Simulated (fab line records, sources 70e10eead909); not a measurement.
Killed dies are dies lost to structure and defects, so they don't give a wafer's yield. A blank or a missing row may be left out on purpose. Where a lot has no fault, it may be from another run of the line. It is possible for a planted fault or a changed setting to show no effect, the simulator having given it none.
Matching of chambers | flow nand-harc | NHARC_A_M1_DEP_33 on pecvd-01 has 3 sister chambers
The step deposits SiCN, target thk 30 nm. 3 wafers are shown with their chamber, then 9 later ones without.

## WAFERS WITH THEIR CHAMBER
wafer  | chamber | heater-power-w (W)
L094.2 | 0       | 486
L094.5 | 1       | 648
L094.6 | 2       | 747

## WAFERS WHOSE CHAMBER IS MISSING
wafer  | heater-power-w (W)
L096.1 | 676
L096.5 | 634
L096.6 | 688
L093.1 | 710
L093.5 | 709
L093.6 | 603
L097.1 | 638
L097.2 | 600
L097.6 | 543

## WHICH CHAMBER EACH WENT THROUGH
wafer  | from the rows above     | in truth
L096.1 | can't be placed: 1 or 2 | 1
L096.5 | 1                       | 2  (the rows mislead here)
L096.6 | can't be placed: 1 or 2 | 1
L093.1 | can't be placed: 2 or 1 | 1
L093.5 | can't be placed: 2 or 1 | 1
L093.6 | can't be placed: 1 or 0 | 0
L097.1 | 1                       | 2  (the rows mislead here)
L097.2 | can't be placed: 1 or 0 | 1
L097.6 | can't be placed: 0 or 1 | 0
Correctly placed: 0 of 9. Unplaceable from these rows: 7, with the true chamber sitting among the candidates in 7. Wrongly placed: 2.
How it was worked out, from the rows above alone: a wafer's distance from a chamber is the root of the sum, over the readings, of the square of ((its reading less the chamber's mean) divided by the reading's scatter). The wafer belongs to the nearest chamber; if the next one is less than 2 further off, it can't be placed. The mean given for a chamber averages the wafers shown for that chamber. The scatter (one wafer shown for each chamber): square how far every hidden wafer sits from the nearest shown wafer, average those squares and take the square root.
